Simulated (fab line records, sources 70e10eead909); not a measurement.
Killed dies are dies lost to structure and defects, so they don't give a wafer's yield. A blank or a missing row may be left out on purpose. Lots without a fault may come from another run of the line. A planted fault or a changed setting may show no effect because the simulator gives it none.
fab line records | flow nand_harc | part 2 of 2: steps 17 to 27 of 27
record lots=5 wafers=15 last_day=34
route steps=1302 shown A_CHANNEL_HOLE_D1@468 A_CHANNEL_FILL_D1@490
lots that met no fault: from a run of the same line without faults
start_h: hours from the record's first day to the start of the lot's first wafer shown | wait_h: hours since the lot's step before | " the same as in the row above | L1.1+2: a row that stands for several wafers | - no value, or no start given | * or withheld: withheld | < > ~ a bound
route shown NAME@n: a module of which the file shows steps, and the number in the route of the first | usual: mean/standard deviation of fault-free wafers | same: alike in all rows | chamber/n: place in a boat | sites: the reading at each site | _std_site: their standard deviation | _edge_site: outer sites' mean less inner sites' | radius_mm: how far each site lies from the wafer's centre | mask NAME#n: copy n | behind: the tool/chamber that last shaped the wafer | hold: why the lot was held/for how many hours/how that ended | device: the transistor (n, p or np) that didn't switch | end of line: the same wafers' tests at the end of the route | a step without rows: its recipe alone | killed: dies lost to structure and defects at the first sort, not the wafer's yield | map: a wafer's dies, x killed, . not, _ none there
set.NAME: the setting as run; set.NAME@STEP: as run at that earlier step | model.NAME: the simulator's own value behind a step, which no gauge read
lots at some steps of the route; a table a step, a row a wafer
services: from which hour (start_h, from the record's first day; less than 0 if before it) a tool's chamber was out of use, for how many hours, and why
## steps
# step NHARC_A_CHANNEL_HOLE_D1_STRIP_27
# recipe o2_flow_sccm=500 ar_flow_sccm=0 bias_w=0 chemistry=O2
# usual drypump_motor_current_A=5.8/0.38 oes_product_au=1.000/0.0089 rf_vpp_V=57.8/0.97 showerhead_plenum_p_Torr=3.47/0.13 throttle_valve_pct=17.036/0.0089
# columns lot.wafer tool chamber start_h wait_h drypump_motor_current_A oes_product_au rf_hours_counter_h rf_vpp_V showerhead_plenum_p_Torr throttle_valve_pct
L077.4 rie_diel-04 2 - - 6.0 0.996 5 56.6 3.64 17.018
L077.3 " 3 " " 5.0 1.011 7 57.3 3.50 17.047
L077.6 " 1 " " 5.7 0.997 - 58.6 3.66 17.023
L079.4 rie_diel-06 2 - - 5.3 1.008 7 56.9 3.29 17.040
L079.2 " 0 " " 6.2 0.997 6 57.7 3.38 17.035
L079.6 " 2 " " 5.3 1.002 - 56.8 3.29 17.027
L081.3 rie_diel-06 0 - - 6.1 1.006 9 58.1 3.37 17.012
L081.2 " 3 " " 6.2 1.000 9 58.9 3.46 17.037
L081.5 " 0 " " 6.1 1.006 - 57.8 3.38 17.044
L083.1 rie_diel-06 2 - - 5.3 1.002 9 58.1 3.29 17.038
L083.2 " 1 " " 5.6 0.988 13 56.9 3.57 17.038
L083.5 " 2 " " 5.3 1.004 - 56.9 3.29 17.036
L097.4 rie_diel-04 0 - - 5.6 1.016 16 59.1 3.65 17.022
L097.1 " 1 " " 5.7 1.001 17 56.8 3.62 17.038
L097.5 " 1 " " 5.7 1.010 - 57.9 3.62 17.042
# step NHARC_A_CHANNEL_HOLE_D1_PRECLEAN_28
# recipe time_s=* temp_c=50 bath_age_min=0 chemistry=SC1
# columns lot.wafer tool chamber start_h wait_h
L077.3+4+6 wet_bench-07 1,2,4 213.29 -
L079.2+6+4 wet_bench-02 6,1,3 232.60 -
L081.3+5+2 wet_bench-07 6,7,1 249.67 -
L083.1+2+5 wet_bench-07 5,6,7 284.25 -
L097.1+5+4 wet_bench-09 1,2,6 417.58 -
# step NHARC_A_CHANNEL_HOLE_D1_SRD_29
# columns lot.wafer tool chamber start_h wait_h
L077.3+4+6 wet_bench-07 1,2,4 - -
L079.2+6+4 wet_bench-02 6,1,3 - -
L081.3+5+2 wet_bench-07 6,7,1 - -
L083.1+2+5 wet_bench-07 5,6,7 - -
L097.1+5+4 wet_bench-09 1,2,6 - -
# step NHARC_A_CHANNEL_HOLE_D1_CD_MEAS_30
# usual cd_nm=89.9/0.92
# columns lot.wafer tool chamber start_h wait_h cd_nm
L077.3 cd_sem-01 - 213.43 - 88.4
L077.4 " - " " 88.2
L077.6 " - " " 89.2
L079.2 cd_sem-03 - 232.75 - 90.0
L079.4 " - " " 88.7
L079.6 " - " " 88.8
L081.2 cd_sem-01 - 249.81 - 90.1
L081.3 " - " " 90.5
L081.5 " - " " 89.8
L083.1 cd_sem-02 - 284.39 - 89.5
L083.2 " - " " 91.0
L083.5 " - " " 90.1
L097.1 cd_sem-03 - 417.72 - 90.5
L097.4 " - " " 91.1
L097.5 " - " " 90.5
# step NHARC_A_CHANNEL_HOLE_D1_XSEM_31
# recipe landing_energy_ev=35000
# usual bot_cd_nm=74.5/1.1 bow_nm=8.61/0.27 tilt_deg=0.09/0.053
# columns lot.wafer tool chamber start_h wait_h bot_cd_nm bow_nm tilt_deg
L077.3 xsem-02 0 213.53 0.1 73.7 8.85 0.11
L077.4 " 0 " " 73.2 8.70 0.11
L077.6 " 0 " " 74.3 8.79 0.11
L079.2 xsem-01 0 232.83 0.1 75.4 8.46 -0.01
L079.4 " 0 " " 74.4 8.50 -0.01
L079.6 " 0 " " 73.4 8.49 -0.01
L081.2 xsem-01 0 249.90 0.1 73.5 8.53 0.09
L081.3 " 0 " " 74.2 8.63 0.09
L081.5 " 0 " " 73.6 8.57 0.09
L083.1 xsem-01 0 284.47 0.1 74.2 8.74 0.18
L083.2 " 0 " " 75.2 8.81 0.18
L083.5 " 0 " " 73.5 8.74 0.18
L097.1 xsem-01 0 417.81 0.1 74.9 8.78 0.07
L097.4 " 0 " " 76.6 8.81 0.07
L097.5 " 0 " " 75.7 8.78 0.07
# step NHARC_A_CHANNEL_HOLE_D1_INSPECT_40
# usual raw_defect_count=75/26
# columns lot.wafer tool chamber start_h wait_h raw_defect_count
L077.3 defect_inspect-01 - 213.62 - 74
L077.4 " - " " 97
L077.6 " - " " 79
L079.2 defect_inspect-01 - 232.93 - 82
L079.4 " - " " 71
L079.6 " - " " 67
L081.2 defect_inspect-01 - 249.99 - 74
L081.3 " - " " 64
L081.5 " - " " 52
L083.1 defect_inspect-02 - 284.57 - 128
L083.2 " - " " 110
L083.5 " - " " 121
L097.1 defect_inspect-02 - 417.91 - 94
L097.4 " - " " 89
L097.5 " - " " 62
# step NHARC_A_CHANNEL_FILL_D1_PRECLEAN_00
# recipe time_s=* temp_c=50 bath_age_min=0 chemistry=SC1
# columns lot.wafer tool chamber start_h wait_h
L077.6+4+3 wet_bench-05 3,5,6 213.68 0.1
L079.4+2+6 wet_bench-01 7,0,2 232.99 0.1
L081.5+3+2 wet_bench-05 7,2,3 250.05 0.0
L083.5+2+1 wet_bench-05 0,1,3 284.62 0.0
L097.1+4+5 wet_bench-05 2,4,5 417.96 0.1
# step NHARC_A_CHANNEL_FILL_D1_SRD_01
# columns lot.wafer tool chamber start_h wait_h
L077.6+4+3 wet_bench-05 3,5,6 - -
L079.4+2+6 wet_bench-01 7,0,2 - -
L081.5+3+2 wet_bench-05 7,2,3 - -
L083.5+2+1 wet_bench-05 0,1,3 - -
L097.1+4+5 wet_bench-05 2,4,5 - -
# step NHARC_A_CHANNEL_FILL_D1_ALD_02
# recipe target_thk_a=60 pulse_time_s=10 ald_cycles=60 temp_c=300 material=SiO2
# usual heater_power_outer_w=283/39 heater_power_w=487/53 precursor_pulse_height_rel=1.000/0.019
# columns lot.wafer tool chamber start_h wait_h heater_power_outer_w heater_power_w precursor_pulse_height_rel
L077.3 ald_hk-01 2 213.88 - 269 461 0.996
L077.4 " 3 " " 232 446 0.997
L077.6 " 2 " " 262 464 1.005
L079.4 ald_hk-02 0 233.19 - 312 486 1.034
L079.2 " 1 " " 336 594 0.995
L079.6 " 3 " " 263 473 0.985
L081.3 ald_hk-01 3 250.97 - 238 429 0.971
L081.2 " 1 " " 224 398 0.973
L081.5 " 3 " " 233 441 0.984
L083.2 ald_hk-04 1 284.84 - 282 501 0.981
L083.1 " 2 " " 291 549 1.015
L083.5 " 1 " " 278 512 1.009
L097.4 ald_hk-01 0 418.10 - 355 538 1.007
L097.1 " 3 " " 232 434 1.009
L097.5 " 0 " " 352 552 0.991
# step NHARC_A_CHANNEL_FILL_D1_ALD_03
# recipe target_thk_a=60 pulse_time_s=60 ald_cycles=58 temp_c=630 pressure_torr=2 material=SiNx
# usual chamber_pressure_Torr=2.000/0.0041 precursor_pulse_height_rel=1.000/0.019
# columns lot.wafer tool chamber start_h wait_h chamber_pressure_Torr precursor_pulse_height_rel
L077.3 ald_sin_batch-03 0 - - 2.006 1.015
L077.4 " 0 " " 1.996 0.965
L077.6 " 0 " " 2.000 0.975
L079.2 ald_sin_batch-01 0 - - 2.003 1.015
L079.4 " 0 " " 1.998 0.984
L079.6 " 0 " " 2.000 0.981
L081.2 ald_sin_batch-01 0 - - 2.001 0.973
L081.3 " 0 " " 1.994 1.002
L081.5 " 0 " " 1.997 1.034
L083.1 ald_sin_batch-01 0 - - 2.003 0.993
L083.2 " 0 " " 1.996 1.000
L083.5 " 0 " " 2.000 0.982
L097.1 ald_sin_batch-03 0 - - 2.000 1.050
L097.4 " 0 " " 2.004 0.999
L097.5 " 0 " " 1.996 1.006
# step NHARC_A_CHANNEL_FILL_D1_ALD_14
# recipe target_thk_a=25 pulse_time_s=10 ald_cycles=25 temp_c=300 material=SiO2
# usual heater_power_outer_w=284/36 heater_power_w=494/53 precursor_pulse_height_rel=0.998/0.018
# columns lot.wafer tool chamber start_h wait_h heater_power_outer_w heater_power_w precursor_pulse_height_rel
L077.3 ald_hk-01 1 220.84 0.0 226 402 1.014
L077.4 " 3 " " 241 442 1.003
L077.6 " 1 " " 227 395 1.004
L079.4 ald_hk-01 2 240.23 0.0 265 453 1.014
L079.2 " 1 " " 225 402 0.986
L079.6 " 3 " " 233 438 1.016
L081.2 ald_hk-01 0 257.05 0.1 335 526 1.005
L081.3 " 1 " " 222 401 1.010
L081.5 " 3 " " 236 437 0.994
L083.1 ald_hk-01 0 291.82 0.1 337 511 0.987
L083.2 " 2 " " 273 454 0.988
L083.5 " 0 " " 335 503 0.980
L097.1 ald_hk-01 1 425.11 0.0 231 413 1.001
L097.4 " 0 " " 357 537 0.992
L097.5 " 1 " " 236 414 1.015
## services
# columns tool chamber start_h hours kind
rie_diel-02 2 215.23 5.5 repair
rie_diel-06 2 215.34 5.2 repair
rie_diel-02 - 216.85 9.0 pm
rie_diel-06 2 239.53 19.5 repair
wet_bench-02 - 244.04 8.0 pm
wet_bench-05 - 260.80 8.0 pm
ald_hk-01 - 264.41 1.0 repair
xsem-01 - 264.68 0.8 repair
wet_bench-01 - 277.64 8.0 pm
ald_hk-01 - 285.58 2.4 repair
rie_diel-06 0 294.94 3.8 repair
ald_hk-01 - 296.00 10.0 pm
rie_diel-06 - 307.20 9.0 pm
wet_bench-07 - 336.00 8.0 pm
rie_diel-02 2 337.12 14.5 repair
rie_diel-02 1 345.74 9.2 repair
wet_bench-09 - 352.80 8.0 pm
rie_diel-04 - 354.90 9.0 pm
xsem-01 - 374.00 14.0 pm
har_etch-02 - 382.85 17.0 pm
wet_bench-09 - 392.80 1.7 repair
rie_diel-02 - 393.85 9.0 pm
rie_diel-06 - 403.36 1.3 repair
rie_diel-06 - 412.80 0.3 repair
